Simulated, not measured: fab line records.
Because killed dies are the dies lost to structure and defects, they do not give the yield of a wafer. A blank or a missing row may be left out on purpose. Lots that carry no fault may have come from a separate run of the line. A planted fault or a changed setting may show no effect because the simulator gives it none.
Matching of chambers || flow n5_finfet || cmp-04 running N5_STI_FIN_REVEAL_CMP_04: 4 sister chambers
The step polishes, stops on Si3N4, t overpolish 4 s, target thk 131.83 nm. 8 wafers are shown with their chamber, then 8 later ones without.

== WAFERS PAIRED WITH THEIR CHAMBERS ==
{"wafer": "L078.5", "chamber": 1, "motor_current_A (A)": 7.7, "time_to_endpoint_s (s)": 108}
{"wafer": "L080.6", "chamber": 3, "motor_current_A (A)": 7.8, "time_to_endpoint_s (s)": 118}
{"wafer": "L082.3", "chamber": 0, "motor_current_A (A)": 8.7, "time_to_endpoint_s (s)": 110}
{"wafer": "L082.6", "chamber": 1, "motor_current_A (A)": 7.5, "time_to_endpoint_s (s)": 109}
{"wafer": "L090.2", "chamber": 2, "motor_current_A (A)": 7.2, "time_to_endpoint_s (s)": 101}
{"wafer": "L090.4", "chamber": 0, "motor_current_A (A)": 8.6, "time_to_endpoint_s (s)": 101}
{"wafer": "L090.5", "chamber": 3, "motor_current_A (A)": 7.8, "time_to_endpoint_s (s)": 112}
{"wafer": "L091.2", "chamber": 2, "motor_current_A (A)": 7.4, "time_to_endpoint_s (s)": 101}

== WAFERS WITH NO CHAMBER GIVEN ==
{"wafer": "L091.5", "motor_current_A (A)": 7.7, "time_to_endpoint_s (s)": 99}
{"wafer": "L091.6", "motor_current_A (A)": 8.1, "time_to_endpoint_s (s)": 100}
{"wafer": "L093.1", "motor_current_A (A)": 7.6, "time_to_endpoint_s (s)": 101}
{"wafer": "L093.2", "motor_current_A (A)": 8.0, "time_to_endpoint_s (s)": 101}
{"wafer": "L093.6", "motor_current_A (A)": 7.8, "time_to_endpoint_s (s)": 101}
{"wafer": "L096.3", "motor_current_A (A)": 7.6, "time_to_endpoint_s (s)": 100}
{"wafer": "L096.4", "motor_current_A (A)": 7.4, "time_to_endpoint_s (s)": 92}
{"wafer": "L096.6", "motor_current_A (A)": 7.8, "time_to_endpoint_s (s)": 93}

== EACH ONE'S CHAMBER ==
{"wafer": "L091.5", "from the rows above": "can't be placed: 1 or 2 or 3", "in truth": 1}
{"wafer": "L091.6", "from the rows above": "can't be placed: 3 or 1 or 0", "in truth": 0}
{"wafer": "L093.1", "from the rows above": "can't be placed: 1 or 2", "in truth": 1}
{"wafer": "L093.2", "from the rows above": "can't be placed: 3 or 1", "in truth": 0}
{"wafer": "L093.6", "from the rows above": "can't be placed: 1 or 3 or 2", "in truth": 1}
{"wafer": "L096.3", "from the rows above": "can't be placed: 1 or 2", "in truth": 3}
{"wafer": "L096.4", "from the rows above": 2, "in truth": 2}
{"wafer": "L096.6", "from the rows above": "can't be placed: 1 or 2 or 3", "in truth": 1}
1 of 8 placed correctly. Cannot be placed on the basis of these rows: 7; the candidates contain the true chamber in 5. 0 placed wrongly.
How it was worked out, from the rows above alone: a wafer's distance from a chamber is the root of the sum, over the readings, of the square of ((its reading less the chamber's mean) divided by the reading's scatter). The wafer belongs to the nearest chamber; if the next one is less than 2 further off, it can't be placed. A chamber's mean is the mean of its shown wafers. The scatter is the square root of a quotient: the sum, over the shown wafers, of each reading's squared deviation from its chamber's mean, divided by wafers minus chambers.
